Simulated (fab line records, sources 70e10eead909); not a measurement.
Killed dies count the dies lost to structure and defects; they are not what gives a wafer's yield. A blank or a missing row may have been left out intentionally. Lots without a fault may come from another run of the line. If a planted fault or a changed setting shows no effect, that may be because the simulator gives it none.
fab line records + flow nandHarc
record:
- lots: 6
- wafers: 18
- lastDay: 32
route steps=1302 shown P_M2@330
lots that met no fault: from a run of the same line without faults
startH: hours from the record's first day to the start of the lot's first wafer shown + waitH: hours from the lot's prior step to this one + " identical to the entry in the row above + L1.1+2: several wafers, shown together as one row + - no value, or no start was given + * or withheld: withheld + < > ~ a bound
route shown NAME@n: a module of which the file shows steps, and the number in the route of the first + usual: mean and standard deviation over wafers with no fault + same: alike in all rows + chamber/n: place in a boat + sites: readings site by site + _std_site: the values' standard deviation + _edge_site: outer sites' mean less inner sites' + radiusMm: for every site, how far away it sits from the centre of the wafer + mask NAME#n: copy n + behind: the tool/chamber that last shaped the wafer + hold: reason for holding the lot/hours on hold/outcome of the hold + device: the n, p or np transistor that did not switch + end of line: the tests these same wafers got at the end of their route + a step given without rows: its recipe and nothing more + killed: not the wafer's yield, but the dies lost to structure and defects at the first sort + map: a wafer's dies, x killed, . not, _ none there
set.NAME: the run value of the setting; set.NAME@STEP: its run value at that earlier step + model.NAME: the simulator's own value behind a step, which no gauge read
lots at selected steps of the route; one table per step, one row per wafer
services: from which hour (startH, from the record's first day; less than 0 if before it) a tool's chamber was out of use, for how many hours, and why
== steps ==
step: NHARC_P_M2_INSPECT_11
usual:
- rawDefectCount: 4.6/2.6
| lot.wafer | tool             | chamber | startH | waitH | rawDefectCount |
|-----------|------------------|---------|--------|-------|----------------|
| L792.1    | defectInspect-01 | -       | 167.03 | 0.0   | 4              |
| L792.4    | "                | -       | "      | "     | 2              |
| L792.6    | "                | -       | "      | "     | 4              |
| L799.1    | defectInspect-02 | -       | 236.53 | 0.0   | 4              |
| L799.2    | "                | -       | "      | "     | 6              |
| L799.6    | "                | -       | "      | "     | 7              |
| L802.3    | defectInspect-01 | -       | 256.23 | 0.0   | 2              |
| L802.5    | "                | -       | "      | "     | 4              |
| L802.6    | "                | -       | "      | "     | 4              |
| L803.1    | defectInspect-01 | -       | 275.10 | 0.0   | 4              |
| L803.2    | "                | -       | "      | "     | 3              |
| L803.5    | "                | -       | "      | "     | 6              |
| L810.4    | defectInspect-01 | -       | 338.00 | 0.0   | 4              |
| L810.5    | "                | -       | "      | "     | 8              |
| L810.6    | "                | -       | "      | "     | 2              |
| L811.2    | defectInspect-01 | -       | 348.15 | 0.0   | 6              |
| L811.5    | "                | -       | "      | "     | 9              |
| L811.6    | "                | -       | "      | "     | 0              |
step: NHARC_P_M2_DESCUM_14
recipe:
- timeS: 3
- o2FlowSccm: 200
- arFlowSccm: 0
- biasPowerW: 0
- chemistry: O2
usual:
- drypumpMotorCurrentA: 5.70/0.28
- o2FlowSccm: 200.1/0.6
- oesProductAu: 0.993/0.014
- rfVppV: 57.8/0.86
- showerheadPlenumPTorr: 1.91/0.063
- throttleValvePct: 11.311/0.0095
| lot.wafer | tool       | chamber | startH | waitH | drypumpMotorCurrentA | o2FlowSccm | oesProductAu | rfHoursCounterH | rfVppV | showerheadPlenumPTorr | throttleValvePct |
|-----------|------------|---------|--------|-------|----------------------|------------|--------------|-----------------|--------|-----------------------|------------------|
| L792.1    | rieDiel-01 | 0       | 167.18 | 0.1   | 5.69                 | 200.5      | 1.012        | 11              | 57.5   | 1.86                  | 11.299           |
| L792.4    | "          | 1       | "      | "     | 5.42                 | 198.9      | 1.010        | 11              | 56.9   | 1.92                  | 11.312           |
| L792.6    | "          | 3       | "      | "     | 6.20                 | 200.0      | 1.011        | -               | 57.1   | 1.81                  | 11.322           |
| L799.1    | rieDiel-13 | 1       | 236.60 | 0.1   | 5.74                 | 200.7      | 1.011        | 3               | 57.3   | 1.88                  | 11.294           |
| L799.2    | "          | 2       | "      | "     | 6.03                 | 200.3      | 1.004        | 3               | 57.9   | 1.81                  | 11.302           |
| L799.6    | "          | 2       | "      | "     | 5.99                 | 199.6      | 0.997        | -               | 57.0   | 1.81                  | 11.302           |
| L802.3    | rieDiel-05 | 3       | 256.30 | 0.1   | 5.62                 | 200.1      | 0.979        | 1               | 57.3   | 1.93                  | 11.315           |
| L802.5    | "          | 2       | "      | "     | 5.74                 | 199.8      | 0.982        | -               | 57.0   | 1.92                  | 11.306           |
| L802.6    | "          | 3       | "      | "     | 5.63                 | 199.9      | 0.981        | -               | 56.6   | 1.93                  | 11.288           |
| L803.1    | rieDiel-01 | 1       | 275.18 | 0.1   | 5.44                 | 199.6      | 0.965        | 3               | 57.8   | 1.92                  | 11.312           |
| L803.2    | "          | 2       | "      | "     | 5.45                 | 199.9      | 0.988        | 3               | 57.2   | 2.00                  | 11.287           |
| L803.5    | "          | 3       | "      | "     | 6.20                 | 201.9      | 1.016        | -               | 57.3   | 1.81                  | 11.332           |
| L810.4    | rieDiel-01 | 2       | 338.07 | 0.1   | 5.44                 | 200.6      | 0.993        | 7               | 57.7   | 2.00                  | 11.312           |
| L810.5    | "          | 0       | "      | "     | 5.73                 | 199.1      | 0.982        | -               | 56.3   | 1.85                  | 11.304           |
| L810.6    | "          | 1       | "      | "     | 5.38                 | 199.8      | 0.979        | -               | 57.0   | 1.92                  | 11.306           |
| L811.2    | rieDiel-01 | 0       | 348.22 | 0.1   | 5.69                 | 199.8      | 0.986        | 8               | 56.9   | 1.85                  | 11.312           |
| L811.6    | "          | 3       | "      | "     | 6.20                 | 198.6      | 1.010        | -               | 56.5   | 1.81                  | 11.305           |
| L811.5    | "          | 0       | "      | "     | 5.74                 | 199.3      | 0.992        | -               | 57.4   | 1.85                  | 11.329           |
step: NHARC_P_M2_ETCH_35
recipe:
- targetDepthA: 400
- overetchA: 120
- timeS: 43.94
- ionEnergyEv: 200
- n2FlowSccm: 150
- h2FlowSccm: 150
- arFlowSccm: 0
- rfW: 400
- biasW: 150
- chemistry: N2/H2
step: NHARC_P_M2_ETCH_15
recipe:
- targetDepthA: 1825
- timeS: 91.2
- c4f8FlowSccm: withheld
- arFlowSccm: 400
- rfW: 600
- biasW: 300
- chemistry: C4F8/Ar
step: NHARC_P_M2_CD_MEAS_16
usual:
- cdNm: 169.9/1
| lot.wafer | tool     | chamber | startH | waitH | cdNm  |
|-----------|----------|---------|--------|-------|-------|
| L792.1    | cdSem-03 | -       | 167.47 | -     | 169.6 |
| L792.4    | "        | -       | "      | "     | 171.7 |
| L792.6    | "        | -       | "      | "     | 169.5 |
| L799.1    | cdSem-03 | -       | 236.94 | -     | 170.2 |
| L799.2    | "        | -       | "      | "     | 169.6 |
| L799.6    | "        | -       | "      | "     | 168.3 |
| L802.3    | cdSem-03 | -       | 256.60 | -     | 170.0 |
| L802.5    | "        | -       | "      | "     | 168.8 |
| L802.6    | "        | -       | "      | "     | 170.9 |
| L803.1    | cdSem-03 | -       | 275.47 | -     | 169.3 |
| L803.2    | "        | -       | "      | "     | 168.9 |
| L803.5    | "        | -       | "      | "     | 169.3 |
| L810.4    | cdSem-03 | -       | 338.37 | -     | 169.6 |
| L810.5    | "        | -       | "      | "     | 168.2 |
| L810.6    | "        | -       | "      | "     | 170.6 |
| L811.2    | cdSem-02 | -       | 348.52 | -     | 169.2 |
| L811.5    | "        | -       | "      | "     | 170.3 |
| L811.6    | "        | -       | "      | "     | 170.3 |
step: NHARC_P_M2_STRIP_18
recipe:
- powerW: 1000
- n2FlowSccm: 150
- h2FlowSccm: 150
- arFlowSccm: 0
- biasW: 0
- chemistry: N2/H2
step: NHARC_P_M2_ETCH_28
recipe:
- targetDepthA: 300
- overEtchFrac: 0.3
- timeS: 72.99
- ionEnergyEv: 150
- cf4FlowSccm: 50
- n2FlowSccm: 100
- arFlowSccm: 150
- rfW: 300
- biasW: 100
- chemistry: CF4/N2
usual:
- drypumpMotorCurrentA: 5.72/0.29
- oesProductAu: 0.994/0.014
- rfVppV: 314.1/1.7
- showerheadPlenumPTorr: 2.62/0.089
- throttleValvePct: 19.794/0.0091
| lot.wafer | tool       | chamber | startH | waitH | drypumpMotorCurrentA | oesProductAu | rfHoursCounterH | rfVppV | showerheadPlenumPTorr | throttleValvePct |
|-----------|------------|---------|--------|-------|----------------------|--------------|-----------------|--------|-----------------------|------------------|
| L792.4    | rieDiel-01 | 1       | -      | -     | 5.42                 | 1.015        | 11              | 314.3  | 2.64                  | 19.806           |
| L792.1    | "          | 3       | "      | "     | 6.22                 | 0.995        | 10              | 311.5  | 2.49                  | 19.800           |
| L792.6    | "          | 2       | "      | "     | 5.48                 | 0.982        | -               | 317.8  | 2.74                  | 19.798           |
| L799.1    | rieDiel-13 | 2       | -      | -     | 6.02                 | 0.990        | 3               | 312.4  | 2.49                  | 19.788           |
| L799.2    | "          | 3       | "      | "     | 5.40                 | 0.969        | 3               | 317.1  | 2.74                  | 19.782           |
| L799.6    | "          | 2       | "      | "     | 5.97                 | 1.000        | -               | 311.5  | 2.49                  | 19.805           |
| L802.3    | rieDiel-13 | 2       | -      | -     | 5.98                 | 0.995        | 4               | 311.3  | 2.49                  | 19.803           |
| L802.6    | "          | 2       | "      | "     | 5.99                 | 0.995        | -               | 311.7  | 2.49                  | 19.789           |
| L802.5    | "          | 3       | "      | "     | 5.38                 | 0.978        | -               | 316.4  | 2.74                  | 19.786           |
| L803.2    | rieDiel-05 | 0       | -      | -     | 5.91                 | 0.985        | 3               | 315.9  | 2.66                  | 19.806           |
| L803.1    | "          | 1       | "      | "     | 5.33                 | 0.983        | 3               | 315.4  | 2.71                  | 19.810           |
| L803.5    | "          | 0       | "      | "     | 5.88                 | 0.987        | -               | 315.3  | 2.66                  | 19.792           |
| L810.4    | rieDiel-05 | 0       | -      | -     | 5.91                 | 0.992        | 8               | 312.9  | 2.66                  | 19.806           |
| L810.5    | "          | 2       | "      | "     | 5.69                 | 1.009        | -               | 314.5  | 2.63                  | 19.808           |
| L810.6    | "          | 3       | "      | "     | 5.61                 | 0.988        | -               | 314.4  | 2.65                  | 19.791           |
| L811.2    | rieDiel-05 | 0       | -      | -     | 5.91                 | 0.995        | 8               | 313.5  | 2.66                  | 19.794           |
| L811.6    | "          | 1       | "      | "     | 5.27                 | 0.987        | -               | 315.6  | 2.71                  | 19.796           |
| L811.5    | "          | 2       | "      | "     | 5.73                 | 1.023        | -               | 313.8  | 2.63                  | 19.793           |
step: NHARC_P_M2_STRIP_19
recipe:
- timeS: 600
- tempC: 30
- chemistry: postEtchResidueRemover
step: NHARC_P_M2_DEGAS_29
recipe:
- tempC: 250
- timeS: 60
usual:
- heaterPowerW: 336/39
| lot.wafer | tool          | chamber | startH | waitH | heaterPowerW |
|-----------|---------------|---------|--------|-------|--------------|
| L792.1    | pvdSputter-03 | -       | 168.19 | -     | 411          |
| L792.4    | "             | -       | "      | "     | 344          |
| L792.6    | "             | -       | "      | "     | 382          |
| L799.1    | pvdSputter-03 | -       | 237.72 | -     | 337          |
| L799.2    | "             | -       | "      | "     | 340          |
| L799.6    | "             | -       | "      | "     | 341          |
| L802.3    | pvdSputter-02 | -       | 257.32 | -     | 296          |
| L802.6    | "             | -       | "      | "     | 355          |
| L802.5    | "             | -       | "      | "     | 385          |
| L803.2    | pvdSputter-03 | -       | 276.18 | -     | 410          |
| L803.1    | "             | -       | "      | "     | 371          |
| L803.5    | "             | -       | "      | "     | 404          |
| L810.4    | pvdSputter-01 | -       | 339.07 | -     | 272          |
| L810.5    | "             | -       | "      | "     | 271          |
| L810.6    | "             | -       | "      | "     | 339          |
| L811.2    | pvdSputter-01 | -       | 349.24 | -     | 333          |
| L811.5    | "             | -       | "      | "     | 271          |
| L811.6    | "             | -       | "      | "     | 330          |
step: NHARC_P_M2_PRE_CLEAN_30
recipe:
- timeS: 30
- tempC: 280
- gas: H2/He
usual:
- heaterPowerW: 413/46
| lot.wafer | tool          | chamber | startH | waitH | heaterPowerW |
|-----------|---------------|---------|--------|-------|--------------|
| L792.1    | pvdSputter-03 | -       | -      | -     | 493          |
| L792.4    | "             | -       | "      | "     | 419          |
| L792.6    | "             | -       | "      | "     | 471          |
| L799.2    | pvdSputter-03 | -       | -      | -     | 426          |
| L799.1    | "             | -       | "      | "     | 412          |
| L799.6    | "             | -       | "      | "     | 458          |
| L802.3    | pvdSputter-02 | -       | -      | -     | 421          |
| L802.6    | "             | -       | "      | "     | 376          |
| L802.5    | "             | -       | "      | "     | 431          |
| L803.1    | pvdSputter-03 | -       | -      | -     | 413          |
| L803.2    | "             | -       | "      | "     | 493          |
| L803.5    | "             | -       | "      | "     | 433          |
| L810.4    | pvdSputter-01 | -       | -      | -     | 436          |
| L810.6    | "             | -       | "      | "     | 446          |
| L810.5    | "             | -       | "      | "     | 336          |
| L811.2    | pvdSputter-01 | -       | -      | -     | 409          |
| L811.5    | "             | -       | "      | "     | 407          |
| L811.6    | "             | -       | "      | "     | 436          |
step: NHARC_P_M2_PVD_20
recipe:
- targetThkA: 50
- biasV: 168.6
- powerW: 15000
- chamberPressurePa: 0.12
- timeS: 8.06
- substrateTempC: 50
- material: TaN
step: NHARC_P_M2_PVD_21
recipe:
- targetThkA: 300
- chamberPressurePa: 5
- powerW: 5000
- substrateTempC: 30
- timeS: 20.49
- material: Cu
usual:
- throttleValvePct: 30.3/0.97
| lot.wafer | tool          | chamber | startH | waitH | throttleValvePct |
|-----------|---------------|---------|--------|-------|------------------|
| L792.4    | pvdSputter-03 | -       | -      | -     | 29.8             |
| L792.1    | "             | -       | "      | "     | 31.5             |
| L792.6    | "             | -       | "      | "     | 31.1             |
| L799.2    | pvdSputter-03 | -       | -      | -     | 29.2             |
| L799.1    | "             | -       | "      | "     | 31.1             |
| L799.6    | "             | -       | "      | "     | 31.3             |
| L802.3    | pvdSputter-02 | -       | -      | -     | 31.0             |
| L802.5    | "             | -       | "      | "     | 29.2             |
| L802.6    | "             | -       | "      | "     | 30.9             |
| L803.1    | pvdSputter-03 | -       | -      | -     | 31.4             |
| L803.2    | "             | -       | "      | "     | 29.3             |
| L803.5    | "             | -       | "      | "     | 31.2             |
| L810.4    | pvdSputter-01 | -       | -      | -     | 30.9             |
| L810.5    | "             | -       | "      | "     | 29.4             |
| L810.6    | "             | -       | "      | "     | 29.3             |
| L811.2    | pvdSputter-01 | -       | -      | -     | 29.4             |
| L811.6    | "             | -       | "      | "     | 28.8             |
| L811.5    | "             | -       | "      | "     | 30.9             |
step: NHARC_P_M2_ECD_22
recipe:
- targetThkA: 4000
- bathTempC: 25
- material: Cu
| lot.wafer  | tool     | chamber | startH | waitH |
|------------|----------|---------|--------|-------|
| L792.1+4+6 | ecdCu-01 | 1,0,1   | 168.56 | -     |
| L799.2+1+6 | ecdCu-02 | 1,0,1   | 238.09 | -     |
| L802.3+5+6 | ecdCu-01 | 1,0,1   | 257.82 | -     |
| L803.1+2+5 | ecdCu-01 | 0,1,0   | 276.54 | -     |
| L810.4+5+6 | ecdCu-02 | 1,0,1   | 339.58 | -     |
| L811.2+5+6 | ecdCu-02 | 1,1,0   | 349.60 | -     |
step: NHARC_P_M2_ANNEAL_31
recipe:
- tempC: 225
- timeS: 90
step: NHARC_P_M2_CMP_23
recipe:
- tOverpolishS: 20
- targetThkNm: 144.3
usual:
- motorCurrentA: 12.7/1.4
- timeToEndpointS: 29.3/2.8
| lot.wafer | tool   | chamber | startH | waitH | motorCurrentA | timeToEndpointS |
|-----------|--------|---------|--------|-------|---------------|-----------------|
| L792.4    | cmp-02 | 3       | 169.29 | -     | 12.0          | 31.5            |
| L792.1    | "      | 1       | "      | "     | 11.0          | 35.1            |
| L792.6    | "      | 3       | "      | "     | 12.0          | 32.3            |
| L799.1    | cmp-04 | 0       | 238.84 | -     | 12.6          | 32.4            |
| L799.2    | "      | 2       | "      | "     | 13.4          | 31.7            |
| L799.6    | "      | 3       | "      | "     | 14.4          | 29.5            |
| L802.3    | cmp-04 | 0       | 258.39 | -     | 12.3          | 48.1            |
| L802.6    | "      | 0       | "      | "     | 12.0          | 48.7            |
| L802.5    | "      | 1       | "      | "     | 13.7          | 45.7            |
| L803.1    | cmp-04 | 0       | 277.29 | -     | 12.1          | 44.9            |
| L803.2    | "      | 2       | "      | "     | 12.8          | 47.2            |
| L803.5    | "      | 0       | "      | "     | 12.0          | 47.6            |
| L810.4    | cmp-04 | 0       | 340.23 | -     | 12.4          | 31.0            |
| L810.5    | "      | 1       | "      | "     | 12.6          | 29.6            |
| L810.6    | "      | 2       | "      | "     | 13.4          | 29.6            |
| L811.2    | cmp-04 | 0       | 350.35 | -     | 12.7          | 32.0            |
| L811.5    | "      | 3       | "      | "     | 14.2          | 29.1            |
| L811.6    | "      | 0       | "      | "     | 12.2          | 31.7            |
step: NHARC_P_M2_THK_MEAS_24
recipe:
- thkMeasGauge: xrf
usual:
- thkNm: 144.9/1.5
| lot.wafer | tool         | chamber | startH | waitH | thkNm |
|-----------|--------------|---------|--------|-------|-------|
| L792.1    | filmMetro-01 | -       | 169.60 | -     | 144.0 |
| L792.4    | "            | -       | "      | "     | 145.1 |
| L792.6    | "            | -       | "      | "     | 146.5 |
| L799.1    | filmMetro-02 | -       | 239.13 | -     | 144.6 |
| L799.2    | "            | -       | "      | "     | 146.4 |
| L799.6    | "            | -       | "      | "     | 145.1 |
| L802.3    | filmMetro-02 | -       | 258.71 | -     | 145.4 |
| L802.5    | "            | -       | "      | "     | 145.1 |
| L802.6    | "            | -       | "      | "     | 146.0 |
| L803.1    | filmMetro-02 | -       | 277.58 | -     | 147.2 |
| L803.2    | "            | -       | "      | "     | 145.9 |
| L803.5    | "            | -       | "      | "     | 145.1 |
| L810.4    | filmMetro-02 | -       | 340.47 | -     | 145.7 |
| L810.5    | "            | -       | "      | "     | 144.9 |
| L810.6    | "            | -       | "      | "     | 145.4 |
| L811.2    | filmMetro-01 | -       | 350.64 | -     | 145.0 |
| L811.5    | "            | -       | "      | "     | 145.2 |
| L811.6    | "            | -       | "      | "     | 146.0 |
== services ==
| tool          | chamber | startH | hours | kind   |
|---------------|---------|--------|-------|--------|
| rieDiel-05    | 2       | 157.39 | 2.0   | repair |
| ecdCu-01      | -       | 160.00 | 8.0   | pm     |
| rieDiel-13    | -       | 165.00 | 9.0   | pm     |
| pvdSputter-01 | -       | 166.44 | 7.9   | repair |
| pvdSputter-03 | -       | 170.00 | 10.0  | pm     |
| pvdSputter-02 | -       | 195.39 | 2.0   | repair |
| ecdCu-01      | -       | 202.59 | 3.2   | repair |
| rieDiel-01    | -       | 203.80 | 9.0   | pm     |
| cmp-04        | -       | 209.16 | 4.0   | pm     |
| pvdSputter-02 | -       | 217.84 | 1.8   | repair |
| pvdSputter-02 | -       | 220.78 | 1.4   | repair |
| pvdSputter-01 | -       | 226.04 | 10.0  | pm     |
| ecdCu-01      | -       | 228.74 | 0.9   | repair |
| pvdSputter-02 | -       | 229.21 | 1.2   | repair |
| rieDiel-05    | -       | 229.60 | 9.0   | pm     |
| rieDiel-13    | 0       | 229.93 | 25.6  | repair |
| rieDiel-01    | -       | 233.51 | 2.1   | repair |
| rieDiel-05    | 1       | 242.36 | 7.3   | repair |
| pvdSputter-03 | -       | 250.41 | 9.1   | repair |
| rieDiel-05    | -       | 250.50 | 0.3   | repair |
| cmp-04        | -       | 307.16 | 4.0   | pm     |
| rieDiel-01    | 3       | 324.84 | 8.7   | repair |
| pvdSputter-03 | -       | 348.00 | 10.0  | pm     |
| cmp-04        | -       | 349.63 | 0.3   | repair |
== key ==
firstSign:
- step: NHARC_P_M2_CMP_23
- reading: timeToEndpointS
- direction: up
- sigmas: 6.3
- usual: *
- struck: *
effect none on later readings
metAt NHARC_P_M2_ECD_22
struckWafers L802.3,L802.5,L802.6,L803.1,L803.2,L803.5
onsetBetween 168.56 257.82
fault:
- kind: processParameterDrift
- tool: ecdCu-01
- chamber: -
- onsetH: 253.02
- steps: NHARC_P_M2_ECD_22
- channel: targetThkA
- offset: *
- shape: step
- endH: 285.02
- actsIn: *
- stated: *
